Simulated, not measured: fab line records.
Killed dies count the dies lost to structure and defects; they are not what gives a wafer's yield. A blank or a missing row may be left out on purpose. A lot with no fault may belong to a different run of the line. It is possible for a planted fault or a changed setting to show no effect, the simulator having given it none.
A sampling plan put to the test / flow nand harc / 22 faults told of in these records, all on one fab line, each judged by the records of the lots it struck
The plan consists of the line's own looks: route steps at which the wafer is read by a gauge or an inspection but not changed. A look is open to judgement when struck wafers have a number at it and the file gives its usual mean and standard deviation on fault-free wafers. Caught: a look later than the fault's first step finds the struck wafers' mean 4 or more of those standard deviations (sigma) from the usual mean. On the tool: here the same test is run on the tool's own readings at the fault's steps. Caught also covers a different recipe on the struck wafers, or a record left blank for those wafers only.

== THE FAULTS, as the simulator had put them in ==
1. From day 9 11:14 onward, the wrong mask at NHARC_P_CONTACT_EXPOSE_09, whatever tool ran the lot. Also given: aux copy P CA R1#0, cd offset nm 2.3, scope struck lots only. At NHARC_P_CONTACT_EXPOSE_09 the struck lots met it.
2. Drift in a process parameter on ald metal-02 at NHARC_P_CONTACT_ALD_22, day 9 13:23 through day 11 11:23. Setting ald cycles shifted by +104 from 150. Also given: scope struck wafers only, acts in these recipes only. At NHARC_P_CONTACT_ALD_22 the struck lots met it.
3. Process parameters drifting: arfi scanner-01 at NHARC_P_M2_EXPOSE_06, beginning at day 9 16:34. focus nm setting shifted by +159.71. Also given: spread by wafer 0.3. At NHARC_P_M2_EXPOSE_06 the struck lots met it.
4. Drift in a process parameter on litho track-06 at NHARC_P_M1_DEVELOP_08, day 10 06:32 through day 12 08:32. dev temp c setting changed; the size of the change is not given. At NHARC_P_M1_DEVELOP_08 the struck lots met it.
5. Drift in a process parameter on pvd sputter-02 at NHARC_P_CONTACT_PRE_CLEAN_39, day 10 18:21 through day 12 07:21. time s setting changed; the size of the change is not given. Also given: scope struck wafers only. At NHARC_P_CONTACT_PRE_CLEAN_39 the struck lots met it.
6. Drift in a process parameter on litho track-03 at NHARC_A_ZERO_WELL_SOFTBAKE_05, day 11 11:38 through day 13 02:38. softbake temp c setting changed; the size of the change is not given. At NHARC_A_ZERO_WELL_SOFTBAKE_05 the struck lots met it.
7. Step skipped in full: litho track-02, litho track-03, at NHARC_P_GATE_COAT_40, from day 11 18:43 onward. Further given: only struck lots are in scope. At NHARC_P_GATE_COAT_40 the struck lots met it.
8. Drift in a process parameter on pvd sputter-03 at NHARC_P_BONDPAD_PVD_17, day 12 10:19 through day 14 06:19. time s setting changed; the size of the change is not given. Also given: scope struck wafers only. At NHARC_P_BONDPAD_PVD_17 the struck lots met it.
9. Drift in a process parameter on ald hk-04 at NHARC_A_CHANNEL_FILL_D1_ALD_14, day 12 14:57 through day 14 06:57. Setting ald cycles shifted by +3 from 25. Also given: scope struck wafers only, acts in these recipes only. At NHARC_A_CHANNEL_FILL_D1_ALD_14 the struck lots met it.
10. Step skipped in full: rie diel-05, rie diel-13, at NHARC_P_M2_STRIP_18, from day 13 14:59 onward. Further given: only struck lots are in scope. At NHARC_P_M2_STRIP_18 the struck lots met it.
11. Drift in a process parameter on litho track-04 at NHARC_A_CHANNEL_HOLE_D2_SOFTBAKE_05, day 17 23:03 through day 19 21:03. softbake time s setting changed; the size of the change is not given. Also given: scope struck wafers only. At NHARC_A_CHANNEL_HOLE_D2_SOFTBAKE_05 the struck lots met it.
12. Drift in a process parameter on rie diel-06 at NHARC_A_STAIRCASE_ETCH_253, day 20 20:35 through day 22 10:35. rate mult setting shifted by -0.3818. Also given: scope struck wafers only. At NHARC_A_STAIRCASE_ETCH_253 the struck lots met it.
13. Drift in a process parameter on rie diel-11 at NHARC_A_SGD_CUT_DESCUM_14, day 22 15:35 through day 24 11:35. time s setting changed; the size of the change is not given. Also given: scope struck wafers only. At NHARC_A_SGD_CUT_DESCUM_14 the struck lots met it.
14. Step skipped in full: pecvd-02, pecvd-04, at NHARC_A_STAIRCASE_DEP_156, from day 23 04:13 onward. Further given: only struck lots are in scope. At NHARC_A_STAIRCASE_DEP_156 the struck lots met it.
15. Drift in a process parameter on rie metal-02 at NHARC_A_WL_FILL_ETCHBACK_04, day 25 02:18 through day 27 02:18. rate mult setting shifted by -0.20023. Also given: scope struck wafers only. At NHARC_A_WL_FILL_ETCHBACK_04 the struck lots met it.
16. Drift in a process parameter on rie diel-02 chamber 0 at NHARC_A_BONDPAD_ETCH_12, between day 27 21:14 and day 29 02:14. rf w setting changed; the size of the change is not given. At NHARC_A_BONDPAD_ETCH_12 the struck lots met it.
17. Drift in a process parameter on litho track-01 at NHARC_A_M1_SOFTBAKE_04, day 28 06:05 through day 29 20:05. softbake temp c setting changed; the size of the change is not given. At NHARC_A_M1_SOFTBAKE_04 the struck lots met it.
18. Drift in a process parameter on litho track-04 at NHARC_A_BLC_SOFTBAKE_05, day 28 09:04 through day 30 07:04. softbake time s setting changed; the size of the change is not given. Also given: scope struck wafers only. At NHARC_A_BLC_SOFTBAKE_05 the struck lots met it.
19. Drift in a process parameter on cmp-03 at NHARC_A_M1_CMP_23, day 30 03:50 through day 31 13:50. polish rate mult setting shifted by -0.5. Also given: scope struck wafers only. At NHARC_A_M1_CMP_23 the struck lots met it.
20. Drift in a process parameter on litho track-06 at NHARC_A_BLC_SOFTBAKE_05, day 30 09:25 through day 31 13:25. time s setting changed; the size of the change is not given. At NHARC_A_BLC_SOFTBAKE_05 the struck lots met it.
21. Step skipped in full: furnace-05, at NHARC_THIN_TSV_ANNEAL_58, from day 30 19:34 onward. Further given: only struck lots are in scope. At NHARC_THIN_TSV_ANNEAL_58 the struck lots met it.
22. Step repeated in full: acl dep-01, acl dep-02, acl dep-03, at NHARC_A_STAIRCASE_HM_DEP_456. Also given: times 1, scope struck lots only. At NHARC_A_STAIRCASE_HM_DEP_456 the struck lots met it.

== WHAT THE PLAN SAW ==
fault=1; on the tool itself=under 2 sigma; first look that catches it=not the one look that can be judged after it; reading, sigma=-; median hours from its first step to that look=-; hours from the fault's start to the first struck lot there=-; judged looks passed uncaught=1
fault=2; on the tool itself=under 2 sigma; first look that catches it=not the one look that can be judged after it; reading, sigma=-; median hours from its first step to that look=-; hours from the fault's start to the first struck lot there=-; judged looks passed uncaught=1
fault=3; on the tool itself=under 2 sigma; first look that catches it=NHARC_P_M2_CD_MEAS_09; reading, sigma=cd nm +20; median hours from its first step to that look=0.1; hours from the fault's start to the first struck lot there=25; judged looks passed uncaught=0
fault=4; on the tool itself=developer temp C +9.3 sigma; first look that catches it=not the one look that can be judged after it; reading, sigma=-; median hours from its first step to that look=-; hours from the fault's start to the first struck lot there=-; judged looks passed uncaught=1
fault=5; on the tool itself=no reading that can be judged; first look that catches it=not the one look that can be judged after it; reading, sigma=-; median hours from its first step to that look=-; hours from the fault's start to the first struck lot there=-; judged looks passed uncaught=1
fault=6; on the tool itself=heater power total W -4.3 sigma; first look that catches it=not the one look that can be judged after it; reading, sigma=-; median hours from its first step to that look=-; hours from the fault's start to the first struck lot there=-; judged looks passed uncaught=1
fault=7; on the tool itself=the tool's record is blank for the struck wafers; first look that catches it=not the one look that can be judged after it; reading, sigma=-; median hours from its first step to that look=-; hours from the fault's start to the first struck lot there=-; judged looks passed uncaught=1
fault=8; on the tool itself=under 2 sigma; first look that catches it=not the one look that can be judged after it; reading, sigma=-; median hours from its first step to that look=-; hours from the fault's start to the first struck lot there=-; judged looks passed uncaught=1
fault=9; on the tool itself=under 2 sigma; first look that catches it=not the one look that can be judged after it; reading, sigma=-; median hours from its first step to that look=-; hours from the fault's start to the first struck lot there=-; judged looks passed uncaught=1
fault=10; on the tool itself=the tool's record is blank for the struck wafers; first look that catches it=no look after it can be judged; reading, sigma=-; median hours from its first step to that look=-; hours from the fault's start to the first struck lot there=-; judged looks passed uncaught=0
fault=11; on the tool itself=heater power total W +99 or beyond sigma; first look that catches it=no look after it can be judged; reading, sigma=-; median hours from its first step to that look=-; hours from the fault's start to the first struck lot there=-; judged looks passed uncaught=0
fault=12; on the tool itself=oes product au -11 sigma; first look that catches it=not the one look that can be judged after it; reading, sigma=-; median hours from its first step to that look=-; hours from the fault's start to the first struck lot there=-; judged looks passed uncaught=1
fault=13; on the tool itself=run length s +4.0 sigma; first look that catches it=none of the 2 looks that can be judged after it; reading, sigma=-; median hours from its first step to that look=-; hours from the fault's start to the first struck lot there=-; judged looks passed uncaught=2
fault=14; on the tool itself=the tool's record is blank for the struck wafers; first look that catches it=NHARC_END_SORT_01; reading, sigma=killed at array +26; median hours from its first step to that look=213.9; hours from the fault's start to the first struck lot there=211; judged looks passed uncaught=0
fault=15; on the tool itself=oes product au -10 sigma; first look that catches it=not the one look that can be judged after it; reading, sigma=-; median hours from its first step to that look=-; hours from the fault's start to the first struck lot there=-; judged looks passed uncaught=1
fault=16; on the tool itself=rf fwd power W -31 sigma; first look that catches it=no look after it can be judged; reading, sigma=-; median hours from its first step to that look=-; hours from the fault's start to the first struck lot there=-; judged looks passed uncaught=0
fault=17; on the tool itself=heater power total W +26 sigma; first look that catches it=not the one look that can be judged after it; reading, sigma=-; median hours from its first step to that look=-; hours from the fault's start to the first struck lot there=-; judged looks passed uncaught=1
fault=18; on the tool itself=heater power total W +99 or beyond sigma; first look that catches it=not the one look that can be judged after it; reading, sigma=-; median hours from its first step to that look=-; hours from the fault's start to the first struck lot there=-; judged looks passed uncaught=1
fault=19; on the tool itself=only faintly: time to endpoint s +3.1 sigma; first look that catches it=NHARC_A_M1_INSPECT_27; reading, sigma=raw defect count +33; median hours from its first step to that look=0.4; hours from the fault's start to the first struck lot there=33; judged looks passed uncaught=0
fault=20; on the tool itself=heater power total W +99 or beyond sigma; first look that catches it=no look after it can be judged; reading, sigma=-; median hours from its first step to that look=-; hours from the fault's start to the first struck lot there=-; judged looks passed uncaught=0
fault=21; on the tool itself=the tool's record is blank for the struck wafers; first look that catches it=no look after it can be judged; reading, sigma=-; median hours from its first step to that look=-; hours from the fault's start to the first struck lot there=-; judged looks passed uncaught=0
fault=22; on the tool itself=under 2 sigma; first look that catches it=no look after it can be judged; reading, sigma=-; median hours from its first step to that look=-; hours from the fault's start to the first struck lot there=-; judged looks passed uncaught=0
A dash: the fault isn't caught, or these records don't give the number.

Caught at a look: 3 of 22. Caught on the tool: 14 of 22. By one or the other: 16 of 22.
Caught on the tool alone: faults 4, 6, 7, 10, 11, 12, 13, 15, 16, 17, 18, 20, 21.
Caught at a look alone: faults 3, 19.
Caught by neither: faults 1, 2, 5, 8, 9, 22.

== THINNER SAMPLING ==
If the look that catches a fault measured only every second or every third lot, by lot number, the first struck lot would be measured this late in the worst case:
fault=3; struck lots at that look, in order of time=L426; every lot=25 h; every second lot=may miss it; every third lot=may miss it
fault=14; struck lots at that look, in order of time=L621, L620, L622; every lot=211 h; every second lot=212 h; every third lot=233 h
fault=19; struck lots at that look, in order of time=L484; every lot=33 h; every second lot=may miss it; every third lot=may miss it
Hours are from the fault's start to the first struck lot that is measured. The limit of 4 sigma was tested on all struck wafers together, so one lot alone may lie under it. Other struck lots may not be in these records.

== THE LONGEST TIMED WAY FROM STEP TO LOOK ==
For fault 14, NHARC_A_STAIRCASE_DEP_156 and NHARC_END_SORT_01 are separated by a median of 213.9 hours. No look between them can be judged.
